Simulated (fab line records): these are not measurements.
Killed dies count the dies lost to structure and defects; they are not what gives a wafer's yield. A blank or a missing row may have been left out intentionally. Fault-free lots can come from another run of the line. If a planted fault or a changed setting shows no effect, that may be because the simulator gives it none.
Lot-split experiment	flow n5Finfet	route with 1938 steps; 7 lots, 21 wafers read

ABOUT THE SPLIT
At N5_BEOL_M5_COAT_71 (time 60 s, resist thk 5 nm), the setting spinRpm was moved away from the recipe's 1500 rpm on 6 of the 21 wafers read, by -9.4% to +9.9%. This setting was run at the recipe's value on the other wafers.

FROM THE SPLIT TO THE READING: what the file shows between them, 3 steps
- N5_BEOL_M5_COAT_05: resist thk 30 nm
- N5_BEOL_M5_EBR_07
- N5_BEOL_M5_DESCUM_16: chemistry O2, time 7 s

THE READING
etch.depthNm (the simulator's own value, which no gauge read), in nm, at N5_BEOL_M5_ETCH_72 (etches underlayer in N2/H2, target depth 6.5 nm, time 5.2 s). No usual value for it is given in the file. Here, 15 wafers ran the recipe; their average is 4.996 nm with a standard deviation of 0.013 nm.

wafer	tool, chamber at the split	spinRpm as run, rpm	against the recipe	etch.depthNm, nm	against lot-mates on the recipe
L074.2	lithoTrack-04, 0	1500	recipe	4.994	-
L074.4	lithoTrack-04, 0	1500	recipe	4.988	-
L074.6	lithoTrack-04, 0	1500	recipe	4.989	-
L078.3	lithoTrack-02, 0	1500	recipe	4.979	-
L078.5	lithoTrack-02, 0	1500	recipe	4.983	-
L078.6	lithoTrack-02, 0	1500	recipe	4.983	-
L077.3	lithoTrack-02, 0	1359	-9.4%	5.247	no lot-mate on the recipe
L077.4	lithoTrack-02, 0	1359	-9.4%	5.245	no lot-mate on the recipe
L077.6	lithoTrack-02, 0	1359	-9.4%	5.242	no lot-mate on the recipe
L079.2	lithoTrack-04, 0	1648	+9.9%	4.793	-0.225
L079.5	lithoTrack-04, 0	1500	recipe	5.02	-
L079.6	lithoTrack-04, 0	1500	recipe	5.017	-
L082.2	lithoTrack-03, 0	1500	recipe	4.981	-
L082.4	lithoTrack-03, 0	1500	recipe	4.997	-
L082.6	lithoTrack-03, 0	1594	+6.3%	4.853	-0.136
L094.3	lithoTrack-04, 0	1500	recipe	5.016	-
L094.4	lithoTrack-04, 0	1614	+7.6%	4.835	-0.173
L094.6	lithoTrack-04, 0	1500	recipe	5.001	-
L096.1	lithoTrack-03, 0	1500	recipe	4.991	-
L096.2	lithoTrack-03, 0	1500	recipe	5.004	-
L096.6	lithoTrack-03, 0	1500	recipe	4.99	-

THE FIT
A straight line over all 21 wafers: etch.depthNm changes by -0.0242 nm for each +1% of spinRpm; r = -0.99; the points scatter about the line by 0.016 nm.
The same after taking each lot's own level away (the mean of its wafers on the recipe; 18 wafers): -0.0226 nm for each +1%; r = -1.00; scatter 0.0052 nm.
The reading moves by 0.22 nm for the largest change in spinRpm, on that fit.
The lots' own levels span 4.9817 to 5.0185 nm, that is 2.8 times the standard deviation above.
The two slopes are in agreement: the lot-to-lot level therefore moves the slope only a little.
Check: for one of the wafers moved furthest among these (+9.9%), held out of the fit, the line's prediction against its lot-mates is -0.221 nm. Against them it came out at -0.225 nm.

OTHER SPLITS ON THESE WAFERS
These wafers also went through other splits before the reading. Each is held against what the fit with the lots' levels taken away leaves over:
other split on the same wafers	wafers away from the commonest value	r with etch.depthNm (lot level and that fit taken away)
N5_BEOL_M2_TRENCH_ETCH_37 biasW	7	+0.03
N5_BEOL_M4_PECVD_72 tempC	5	+0.52
N5_BEOL_M4_COAT_05 spinRpm	6	+0.11

THE WHOLE CHAIN: every reading that the file lists as answering this split, in the file's order
step	what it does	reading	change (the file's fit)	r (the file's)
N5_BEOL_M5_ETCH_72	etches underlayer in N2/H2, target depth 6.5 nm, time 5.2 s	etchRfOnTimeS	withheld for each +1% of the setting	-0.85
N5_BEOL_M5_ETCH_72	etches underlayer in N2/H2, target depth 6.5 nm, time 5.2 s	etch.depthNm (the simulator's own value, which no gauge read)	-0.0226 nm for each +1% of the setting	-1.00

FILE'S OWN FIT
etch.depthNm changes by -0.0226 nm for each +1% of spinRpm, r = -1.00.
